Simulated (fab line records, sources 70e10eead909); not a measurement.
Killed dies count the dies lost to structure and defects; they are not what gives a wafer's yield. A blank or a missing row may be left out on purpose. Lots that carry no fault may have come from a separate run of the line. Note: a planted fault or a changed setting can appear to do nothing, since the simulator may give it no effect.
Which tool is to blame? :: flow nandHarc :: Sampling: 12 lots, 36 wafers, 5 of 1302 route steps

## WHAT EACH GAUGE READ, for each wafer
NHARC_A_CHANNEL_FILL_D1_THK_MEAS_06: measures by ellipsometry.
lot: L075
measured: day 10 14:59
on: filmMetro-01
thkNm (nm): 4.2 4.7 6.2

lot: L077
measured: day 11 13:42
on: filmMetro-01
thkNm (nm): 4.2 5.9 4.9

lot: L079
measured: day 12 12:11
on: filmMetro-01
thkNm (nm): 3.6 2.7 5.8

lot: L082
measured: day 13 13:47
on: filmMetro-01
thkNm (nm): 4.8 4.8 4.0

lot: L083
measured: day 14 11:46
on: filmMetro-02
thkNm (nm): 3.8 5.1 6.2

lot: L084
measured: day 14 22:18
on: filmMetro-02
thkNm (nm): 6.4 6.0 4.7

lot: L088
measured: day 16 08:26
on: filmMetro-02
thkNm (nm): 2.9 6.4 4.3

lot: L089
measured: day 16 18:56
on: filmMetro-01
thkNm (nm): 5.5 4.6 3.5

lot: L091
measured: day 17 09:51
on: filmMetro-02
thkNm (nm): 5.8 5.8 2.4

lot: L093
measured: day 17 21:38
on: filmMetro-01
thkNm (nm): 6.2 4.6 6.2

lot: L095
measured: day 18 21:56
on: filmMetro-02
thkNm (nm): 4.3 5.4 5.7

lot: L097
measured: day 19 18:21
on: filmMetro-01
thkNm (nm): 5.2 6.1 7.3

## TOOL THAT RAN EACH LOT (tool first, then ch and the chambers of the sampled wafers, then the start)
lot: L075
NHARC_A_CHANNEL_HOLE_D1_ETCH_38: rieDiel-12 ch 0,2,3, day 8 19:56
NHARC_A_CHANNEL_HOLE_D1_ETCH_16: rieDiel-12 ch 0,3, day 8 21:06 or earlier
NHARC_A_CHANNEL_HOLE_D1_ETCH_19: harEtch-02 ch 0,1, day 8 21:06
NHARC_A_CHANNEL_HOLE_D1_ETCH_23: harEtch-02 ch 0,1, day 8 22:37

lot: L077
NHARC_A_CHANNEL_HOLE_D1_ETCH_38: rieDiel-04 ch 0,1,2, day 9 15:02
NHARC_A_CHANNEL_HOLE_D1_ETCH_16: rieDiel-04 ch 1,2, day 9 16:16 or earlier
NHARC_A_CHANNEL_HOLE_D1_ETCH_19: harEtch-02 ch 0,1, day 9 16:16
NHARC_A_CHANNEL_HOLE_D1_ETCH_23: harEtch-02 ch 0,1, day 9 17:42

lot: L079
NHARC_A_CHANNEL_HOLE_D1_ETCH_38: rieDiel-04 ch 0,1,3, day 10 17:14
NHARC_A_CHANNEL_HOLE_D1_ETCH_16: rieDiel-04 ch 2,3, day 10 18:20 or earlier
NHARC_A_CHANNEL_HOLE_D1_ETCH_19: harEtch-02 ch 0,1, day 10 18:20
NHARC_A_CHANNEL_HOLE_D1_ETCH_23: harEtch-02 ch 0,1, day 10 19:46

lot: L082
NHARC_A_CHANNEL_HOLE_D1_ETCH_38: rieDiel-04 ch 0,1,2, day 11 18:38
NHARC_A_CHANNEL_HOLE_D1_ETCH_16: rieDiel-04 ch 0,2,3, day 11 19:44 or earlier
NHARC_A_CHANNEL_HOLE_D1_ETCH_19: harEtch-02 ch 0,1, day 11 19:44
NHARC_A_CHANNEL_HOLE_D1_ETCH_23: harEtch-02 ch 0,1, day 11 21:16

lot: L083
NHARC_A_CHANNEL_HOLE_D1_ETCH_38: rieDiel-04 ch 1,2, day 12 12:45
NHARC_A_CHANNEL_HOLE_D1_ETCH_16: rieDiel-04 ch 0,3, day 12 14:58 or earlier
NHARC_A_CHANNEL_HOLE_D1_ETCH_19: harEtch-02 ch 0, day 12 14:58
NHARC_A_CHANNEL_HOLE_D1_ETCH_23: harEtch-02 ch 0, day 12 16:24

lot: L084
NHARC_A_CHANNEL_HOLE_D1_ETCH_38: rieDiel-01 ch 0,1, day 13 01:38
NHARC_A_CHANNEL_HOLE_D1_ETCH_16: rieDiel-01 ch 1,3, day 13 03:05 or earlier
NHARC_A_CHANNEL_HOLE_D1_ETCH_19: harEtch-01 ch 0,1, day 13 03:05
NHARC_A_CHANNEL_HOLE_D1_ETCH_23: harEtch-01 ch 0,1, day 13 04:31

lot: L088
NHARC_A_CHANNEL_HOLE_D1_ETCH_38: rieDiel-12 ch 2,3, day 14 13:27
NHARC_A_CHANNEL_HOLE_D1_ETCH_16: rieDiel-12 ch 1,2, day 14 14:35 or earlier
NHARC_A_CHANNEL_HOLE_D1_ETCH_19: harEtch-02 ch 0,1, day 14 14:35
NHARC_A_CHANNEL_HOLE_D1_ETCH_23: harEtch-02 ch 0,1, day 14 16:13

lot: L089
NHARC_A_CHANNEL_HOLE_D1_ETCH_38: rieDiel-12 ch 0,1, day 14 22:17
NHARC_A_CHANNEL_HOLE_D1_ETCH_16: rieDiel-12 ch 1,2, day 14 23:30 or earlier
NHARC_A_CHANNEL_HOLE_D1_ETCH_19: harEtch-02 ch 1, day 14 23:30
NHARC_A_CHANNEL_HOLE_D1_ETCH_23: harEtch-02 ch 1, day 15 00:56

lot: L091
NHARC_A_CHANNEL_HOLE_D1_ETCH_38: rieDiel-04 ch 0,1, day 15 14:30
NHARC_A_CHANNEL_HOLE_D1_ETCH_16: rieDiel-04 ch 0,1,2, day 15 15:51 or earlier
NHARC_A_CHANNEL_HOLE_D1_ETCH_19: harEtch-02 ch 0,1, day 15 15:51
NHARC_A_CHANNEL_HOLE_D1_ETCH_23: harEtch-02 ch 0,1, day 15 17:28

lot: L093
NHARC_A_CHANNEL_HOLE_D1_ETCH_38: rieDiel-12 ch 1,2,3, day 16 03:03
NHARC_A_CHANNEL_HOLE_D1_ETCH_16: rieDiel-12 ch 0,1,2, day 16 06:14 or earlier
NHARC_A_CHANNEL_HOLE_D1_ETCH_19: harEtch-02 ch 0,1, day 16 06:14
NHARC_A_CHANNEL_HOLE_D1_ETCH_23: harEtch-02 ch 0,1, day 16 07:40

lot: L095
NHARC_A_CHANNEL_HOLE_D1_ETCH_38: rieDiel-04 ch 0,1,3, day 17 00:23
NHARC_A_CHANNEL_HOLE_D1_ETCH_16: rieDiel-04 ch 1,2,3, day 17 01:28 or earlier
NHARC_A_CHANNEL_HOLE_D1_ETCH_19: harEtch-01 ch 0,1, day 17 01:28
NHARC_A_CHANNEL_HOLE_D1_ETCH_23: harEtch-01 ch 0,1, day 17 02:55

lot: L097
NHARC_A_CHANNEL_HOLE_D1_ETCH_38: rieDiel-04 ch 0,3, day 17 23:10
NHARC_A_CHANNEL_HOLE_D1_ETCH_16: rieDiel-04 ch 1,2, day 18 00:16 or earlier
NHARC_A_CHANNEL_HOLE_D1_ETCH_19: harEtch-01 ch 0, day 18 00:16
NHARC_A_CHANNEL_HOLE_D1_ETCH_23: harEtch-01 ch 0, day 18 01:43
- NHARC_A_CHANNEL_HOLE_D1_ETCH_38: etches the open film in CF4, target depth 39 nm, time 65 s.
- NHARC_A_CHANNEL_HOLE_D1_ETCH_16: etches the open film in O2/COS, target depth 3100 nm, time 806 s.
- NHARC_A_CHANNEL_HOLE_D1_ETCH_19: etches the open film in C4F8/O2/Ar, time 34.5 s.
- NHARC_A_CHANNEL_HOLE_D1_ETCH_23: etches the open film in C4F8/O2/Ar, time 819 s, target depth 1600 nm.

## THE ANSWER, worked out from the rows above alone
Rule: the lots themselves supply what counts as usual. Put in order of their means at a reading, lots are off if they are a third of the lots or fewer, leave a main group of 4 or more, and stand apart from it by a gap of 3 or more times the standard deviation of the main group's means; of several such gaps the widest counts. A main group is skipped when, at the precision printed for the reading in the tables above, its means are all equal. A lot without any number at a reading at which 4 lots or more have one is off too. Where the step has rows for the other lots, those lots are counted as sound.
Across all readings shown, no lot is off: no conclusion can be drawn from this.

## WHAT THE SIMULATOR HAD INSERTED
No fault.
